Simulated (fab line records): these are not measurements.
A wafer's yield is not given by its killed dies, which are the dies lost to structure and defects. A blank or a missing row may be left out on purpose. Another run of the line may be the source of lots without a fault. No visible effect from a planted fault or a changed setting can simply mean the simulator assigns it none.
fab line records / flow nandHarc
[record] lots = 7 wafers = 21 lastDay = 33
route steps=1302 shown A_STAIRCASE@888 A_SGD_CUT@890
lots with no fault: from the same line, run without faults
startH: start of the lot's first displayed wafer, in hours after the record's first day / waitH: hours from the lot's prior step to this one / " unchanged from the row above / L1.1+2: a single row standing in for several wafers / - either no value or no given start / * or withheld: withheld / < > ~ a bound
route shown NAME@n: NAME is a module with steps in the file, n the number in the route of the first one / usual: mean and standard deviation over wafers with no fault / same: alike in all rows / chamber/n: place in a boat / sites: per-site readings / _std_site: standard deviation of those values / _edge_site: outer sites' mean less inner sites' / radiusMm: how far each site lies from the wafer's centre / mask NAME#n: copy n / behind: the tool/chamber that last shaped the wafer / hold: what put the lot on hold/how long, in hours/how the hold closed / device: which transistor (n, p or np) failed to switch / end of line: the route-end tests of the same wafers / a step without rows: its recipe alone / killed: at the first sort, the dies lost to defects and structure; wafer yield is something else / map: shows each die of a wafer: x if killed, . if not, _ if none is there
set.NAME: the setting the step ran with; set.NAME@STEP: the setting that earlier step ran with / model.NAME: the simulator's own value behind a step, which no gauge read
lots seen at some steps along the route; tables by step, rows by wafer
services: from which hour (startH, from the record's first day; less than 0 if before it) a tool's chamber was out of use, for how many hours, and why
[[steps]]
[step NHARC_A_STAIRCASE_SRD_474]
[step NHARC_A_STAIRCASE_INSPECT_155]
[usual] rawDefectCount = 402/110
lot.wafer=L663.2 tool=defectInspect-01 chamber=- startH=453.30 waitH=0.1 rawDefectCount=360
lot.wafer=L663.4 tool=defectInspect-01 chamber=- startH=453.30 waitH=0.1 rawDefectCount=397
lot.wafer=L663.6 tool=defectInspect-01 chamber=- startH=453.30 waitH=0.1 rawDefectCount=583
lot.wafer=L670.3 tool=defectInspect-01 chamber=- startH=531.47 waitH=0.1 rawDefectCount=318
lot.wafer=L670.5 tool=defectInspect-01 chamber=- startH=531.47 waitH=0.1 rawDefectCount=322
lot.wafer=L670.6 tool=defectInspect-01 chamber=- startH=531.47 waitH=0.1 rawDefectCount=355
lot.wafer=L671.1 tool=defectInspect-02 chamber=- startH=531.63 waitH=0.1 rawDefectCount=403
lot.wafer=L671.3 tool=defectInspect-02 chamber=- startH=531.63 waitH=0.1 rawDefectCount=368
lot.wafer=L671.4 tool=defectInspect-02 chamber=- startH=531.63 waitH=0.1 rawDefectCount=384
lot.wafer=L673.1 tool=defectInspect-02 chamber=- startH=554.31 waitH=0.1 rawDefectCount=448
lot.wafer=L673.2 tool=defectInspect-02 chamber=- startH=554.31 waitH=0.1 rawDefectCount=280
lot.wafer=L673.4 tool=defectInspect-02 chamber=- startH=554.31 waitH=0.1 rawDefectCount=344
lot.wafer=L676.1 tool=defectInspect-01 chamber=- startH=595.00 waitH=0.1 rawDefectCount=362
lot.wafer=L676.3 tool=defectInspect-01 chamber=- startH=595.00 waitH=0.1 rawDefectCount=524
lot.wafer=L676.6 tool=defectInspect-01 chamber=- startH=595.00 waitH=0.1 rawDefectCount=422
lot.wafer=L681.1 tool=defectInspect-01 chamber=- startH=631.73 waitH=0.1 rawDefectCount=324
lot.wafer=L681.5 tool=defectInspect-01 chamber=- startH=631.73 waitH=0.1 rawDefectCount=398
lot.wafer=L681.6 tool=defectInspect-01 chamber=- startH=631.73 waitH=0.1 rawDefectCount=294
lot.wafer=L682.3 tool=defectInspect-02 chamber=- startH=655.56 waitH=0.1 rawDefectCount=901
lot.wafer=L682.4 tool=defectInspect-02 chamber=- startH=655.56 waitH=0.1 rawDefectCount=445
lot.wafer=L682.6 tool=defectInspect-02 chamber=- startH=655.56 waitH=0.1 rawDefectCount=627
[step NHARC_A_SGD_CUT_DEP_00]
[recipe] targetThkA = 500 tempC = 400 targetThkNm = 50 flowSccm = 200 rfW = 450 material = SiNx
[usual] heaterPowerW = 761/83
lot.wafer=L663.2 tool=pecvd-01 chamber=2 startH=453.40 waitH=0.1 heaterPowerW=699
lot.wafer=L663.4 tool=pecvd-01 chamber=2 startH=453.40 waitH=0.1 heaterPowerW=701
lot.wafer=L663.6 tool=pecvd-01 chamber=0 startH=453.40 waitH=0.1 heaterPowerW=692
lot.wafer=L670.3 tool=pecvd-03 chamber=0 startH=531.59 waitH=0.1 heaterPowerW=811
lot.wafer=L670.5 tool=pecvd-03 chamber=2 startH=531.59 waitH=0.1 heaterPowerW=786
lot.wafer=L670.6 tool=pecvd-03 chamber=0 startH=531.59 waitH=0.1 heaterPowerW=809
lot.wafer=L671.1 tool=pecvd-01 chamber=0 startH=531.70 waitH=0.1 heaterPowerW=739
lot.wafer=L671.3 tool=pecvd-01 chamber=1 startH=531.70 waitH=0.1 heaterPowerW=785
lot.wafer=L671.4 tool=pecvd-01 chamber=1 startH=531.70 waitH=0.1 heaterPowerW=789
lot.wafer=L673.2 tool=pecvd-01 chamber=2 startH=554.41 waitH=0.1 heaterPowerW=695
lot.wafer=L673.1 tool=pecvd-01 chamber=0 startH=554.41 waitH=0.1 heaterPowerW=697
lot.wafer=L673.4 tool=pecvd-01 chamber=0 startH=554.41 waitH=0.1 heaterPowerW=713
lot.wafer=L676.1 tool=pecvd-03 chamber=1 startH=595.35 waitH=0.4 heaterPowerW=652
lot.wafer=L676.3 tool=pecvd-03 chamber=2 startH=595.35 waitH=0.4 heaterPowerW=799
lot.wafer=L676.6 tool=pecvd-03 chamber=0 startH=595.35 waitH=0.4 heaterPowerW=835
lot.wafer=L681.1 tool=pecvd-02 chamber=1 startH=631.83 waitH=0.1 heaterPowerW=872
lot.wafer=L681.6 tool=pecvd-02 chamber=0 startH=631.83 waitH=0.1 heaterPowerW=657
lot.wafer=L681.5 tool=pecvd-02 chamber=1 startH=631.83 waitH=0.1 heaterPowerW=878
lot.wafer=L682.3 tool=pecvd-03 chamber=1 startH=655.63 waitH=0.1 heaterPowerW=783
lot.wafer=L682.4 tool=pecvd-03 chamber=1 startH=655.63 waitH=0.1 heaterPowerW=791
lot.wafer=L682.6 tool=pecvd-03 chamber=0 startH=655.63 waitH=0.1 heaterPowerW=801
[step NHARC_A_SGD_CUT_DEHYDRATE_01]
[recipe] tempC = 150 timeS = 120
[step NHARC_A_SGD_CUT_HMDS_02]
[recipe] timeS = 30
[step NHARC_A_SGD_CUT_COAT_56]
[recipe] tempC = 260 timeS = 75
[step NHARC_A_SGD_CUT_COAT_57]
[recipe] tempC = 225 timeS = 65
[step NHARC_A_SGD_CUT_COAT_03]
[recipe] spinRpm = 1500 resistThkNm = 90
[step NHARC_A_SGD_CUT_SOFTBAKE_04]
[recipe] tempC = 105 timeS = 55
[step NHARC_A_SGD_CUT_EBR_05]
[step NHARC_A_SGD_CUT_EXPOSE_06]
[recipe] na = 1.35 doseMj = 85.59 maskId = SGD
[step NHARC_A_SGD_CUT_PEB_07]
[recipe] pebTempC = 100 pebTimeS = 65
[step NHARC_A_SGD_CUT_DEVELOP_08]
[recipe] developTimeS = 35 devTempC = 23
[usual] chillPlateTempC = 23.00/0.12 developTimeS = 35/0 exhaustPa = 45.1/0.91
lot.wafer=L663.2 tool=lithoTrack-06 chamber=0 startH=453 waitH=- chillPlateTempC=22.90 developTimeS=35 exhaustPa=45.5
lot.wafer=L663.4 tool=lithoTrack-06 chamber=0 startH=453 waitH=- chillPlateTempC=22.88 developTimeS=35 exhaustPa=45.2
lot.wafer=L663.6 tool=lithoTrack-06 chamber=0 startH=453 waitH=- chillPlateTempC=22.97 developTimeS=35 exhaustPa=45.0
lot.wafer=L670.3 tool=lithoTrack-04 chamber=- startH=532 waitH=- chillPlateTempC=- developTimeS=- exhaustPa=-
lot.wafer=L670.5 tool=lithoTrack-04 chamber=- startH=532 waitH=- chillPlateTempC=- developTimeS=- exhaustPa=-
lot.wafer=L670.6 tool=lithoTrack-04 chamber=- startH=532 waitH=- chillPlateTempC=- developTimeS=- exhaustPa=-
lot.wafer=L671.1 tool=lithoTrack-04 chamber=- startH=532 waitH=- chillPlateTempC=- developTimeS=- exhaustPa=-
lot.wafer=L671.3 tool=lithoTrack-04 chamber=- startH=532 waitH=- chillPlateTempC=- developTimeS=- exhaustPa=-
lot.wafer=L671.4 tool=lithoTrack-04 chamber=- startH=532 waitH=- chillPlateTempC=- developTimeS=- exhaustPa=-
lot.wafer=L673.1 tool=lithoTrack-01 chamber=- startH=554 waitH=- chillPlateTempC=- developTimeS=- exhaustPa=-
lot.wafer=L673.2 tool=lithoTrack-01 chamber=- startH=554 waitH=- chillPlateTempC=- developTimeS=- exhaustPa=-
lot.wafer=L673.4 tool=lithoTrack-01 chamber=- startH=554 waitH=- chillPlateTempC=- developTimeS=- exhaustPa=-
lot.wafer=L676.1 tool=lithoTrack-04 chamber=0 startH=595 waitH=- chillPlateTempC=23.10 developTimeS=35 exhaustPa=44.1
lot.wafer=L676.3 tool=lithoTrack-04 chamber=0 startH=595 waitH=- chillPlateTempC=23.15 developTimeS=35 exhaustPa=44.2
lot.wafer=L676.6 tool=lithoTrack-04 chamber=0 startH=595 waitH=- chillPlateTempC=23.08 developTimeS=35 exhaustPa=44.2
lot.wafer=L681.1 tool=lithoTrack-01 chamber=0 startH=632 waitH=- chillPlateTempC=22.91 developTimeS=35 exhaustPa=46.0
lot.wafer=L681.5 tool=lithoTrack-01 chamber=0 startH=632 waitH=- chillPlateTempC=23.21 developTimeS=35 exhaustPa=45.6
lot.wafer=L681.6 tool=lithoTrack-01 chamber=0 startH=632 waitH=- chillPlateTempC=23.17 developTimeS=35 exhaustPa=45.7
lot.wafer=L682.3 tool=lithoTrack-04 chamber=0 startH=656 waitH=- chillPlateTempC=22.94 developTimeS=35 exhaustPa=44.2
lot.wafer=L682.4 tool=lithoTrack-04 chamber=0 startH=656 waitH=- chillPlateTempC=22.85 developTimeS=35 exhaustPa=43.9
lot.wafer=L682.6 tool=lithoTrack-04 chamber=0 startH=656 waitH=- chillPlateTempC=22.82 developTimeS=35 exhaustPa=44.7
[step NHARC_A_SGD_CUT_CD_MEAS_09]
[recipe] targetCdNm = 100 landingEnergyEv = 500
[usual] cdNm = 100.0/0.67
lot.wafer=L663.2 tool=cdSem-03 chamber=0 startH=453.97 waitH=- cdNm=100.4
lot.wafer=L663.4 tool=cdSem-03 chamber=0 startH=453.97 waitH=- cdNm=100.4
lot.wafer=L663.6 tool=cdSem-03 chamber=0 startH=453.97 waitH=- cdNm=99.7
lot.wafer=L670.3 tool=cdSem-03 chamber=0 startH=532.13 waitH=- cdNm=-
lot.wafer=L670.5 tool=cdSem-03 chamber=0 startH=532.13 waitH=- cdNm=-
lot.wafer=L670.6 tool=cdSem-03 chamber=0 startH=532.13 waitH=- cdNm=-
lot.wafer=L671.1 tool=cdSem-01 chamber=0 startH=532.42 waitH=- cdNm=-
lot.wafer=L671.3 tool=cdSem-01 chamber=0 startH=532.42 waitH=- cdNm=-
lot.wafer=L671.4 tool=cdSem-01 chamber=0 startH=532.42 waitH=- cdNm=-
lot.wafer=L673.1 tool=cdSem-03 chamber=0 startH=554.97 waitH=- cdNm=-
lot.wafer=L673.2 tool=cdSem-03 chamber=0 startH=554.97 waitH=- cdNm=-
lot.wafer=L673.4 tool=cdSem-03 chamber=0 startH=554.97 waitH=- cdNm=-
lot.wafer=L676.1 tool=cdSem-02 chamber=0 startH=595.95 waitH=- cdNm=99.8
lot.wafer=L676.3 tool=cdSem-02 chamber=0 startH=595.95 waitH=- cdNm=99.8
lot.wafer=L676.6 tool=cdSem-02 chamber=0 startH=595.95 waitH=- cdNm=98.9
lot.wafer=L681.1 tool=cdSem-02 chamber=0 startH=632.52 waitH=- cdNm=100.3
lot.wafer=L681.5 tool=cdSem-02 chamber=0 startH=632.52 waitH=- cdNm=100.2
lot.wafer=L681.6 tool=cdSem-02 chamber=0 startH=632.52 waitH=- cdNm=101.3
lot.wafer=L682.3 tool=cdSem-02 chamber=0 startH=656.35 waitH=- cdNm=100.1
lot.wafer=L682.4 tool=cdSem-02 chamber=0 startH=656.35 waitH=- cdNm=99.0
lot.wafer=L682.6 tool=cdSem-02 chamber=0 startH=656.35 waitH=- cdNm=98.8
[[services]]
tool=pecvd-03 chamber=0 startH=432.71 hours=5.5 kind=repair
tool=pecvd-02 chamber=0 startH=439.53 hours=10.7 kind=repair
tool=pecvd-03 chamber=2 startH=445.72 hours=9.5 kind=repair
tool=pecvd-02 chamber=1 startH=467.95 hours=3.5 kind=repair
tool=pecvd-01 chamber=- startH=492.06 hours=13.0 kind=pm
tool=pecvd-01 chamber=0 startH=492.06 hours=13.0 kind=ventCycle
tool=pecvd-01 chamber=1 startH=492.06 hours=14.2 kind=ventCycle
tool=pecvd-01 chamber=2 startH=492.06 hours=13.0 kind=ventCycle
tool=lithoTrack-01 chamber=- startH=505.00 hours=7.0 kind=pm
tool=pecvd-01 chamber=0 startH=505.06 hours=- kind=clean
tool=pecvd-01 chamber=2 startH=505.06 hours=- kind=clean
tool=lithoTrack-06 chamber=- startH=529.00 hours=7.0 kind=pm
tool=pecvd-03 chamber=- startH=547.00 hours=13.0 kind=pm
tool=pecvd-03 chamber=0 startH=547.00 hours=13.0 kind=ventCycle
tool=pecvd-03 chamber=1 startH=547.00 hours=13.0 kind=ventCycle
tool=pecvd-03 chamber=2 startH=547.00 hours=13.0 kind=ventCycle
tool=lithoTrack-04 chamber=- startH=553.00 hours=7.0 kind=pm
tool=pecvd-03 chamber=0 startH=560.00 hours=- kind=clean
tool=pecvd-03 chamber=1 startH=560.00 hours=- kind=clean
tool=pecvd-03 chamber=2 startH=560.00 hours=- kind=clean
tool=pecvd-01 chamber=1 startH=564.12 hours=6.0 kind=repair
tool=pecvd-02 chamber=- startH=589.00 hours=13.0 kind=pm
tool=pecvd-02 chamber=0 startH=589.00 hours=13.0 kind=ventCycle
tool=pecvd-03 chamber=2 startH=597.74 hours=4.7 kind=repair
[[key]]
[firstSign] step = NHARC_A_SGD_CUT_DEVELOP_08 reading = toolRecord direction = missing
effect none on later readings
metAt NHARC_A_SGD_CUT_DEVELOP_08
struckWafers L670.3,L670.5,L670.6,L671.1,L671.3,L671.4,L673.1,L673.2,L673.4
laterRowsLeftOut L670.3,L670.5,L670.6,L671.1,L671.3,L671.4,L673.1,L673.2,L673.4
sortLeftOut L670.3,L670.5,L670.6,L671.1,L671.3,L671.4,L673.1,L673.2,L673.4
testerLeftOut L670,L671,L673
[fault] kind = skippedStepWhole tool = lithoTrack-01,lithoTrack-04 chamber = - onsetH = 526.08 steps = NHARC_A_SGD_CUT_DEVELOP_08 scope = struckLotsOnly
// testerLeftOut: of these lots the tester's yield and bins aren't shown, on N5 and GAA mostly nor the transistor test; their killed dies are dies lost to structure and defects alone, not to doping, threshold or leakage, so they don't give the yield
// sortLeftOut: the simulated sort isn't trusted on such a fault, so these wafers' sort isn't shown, and their yield isn't known
// laterRowsLeftOut: the simulator's readings of these wafers behind a module that went badly wrong aren't trusted and aren't shown, but for the sort
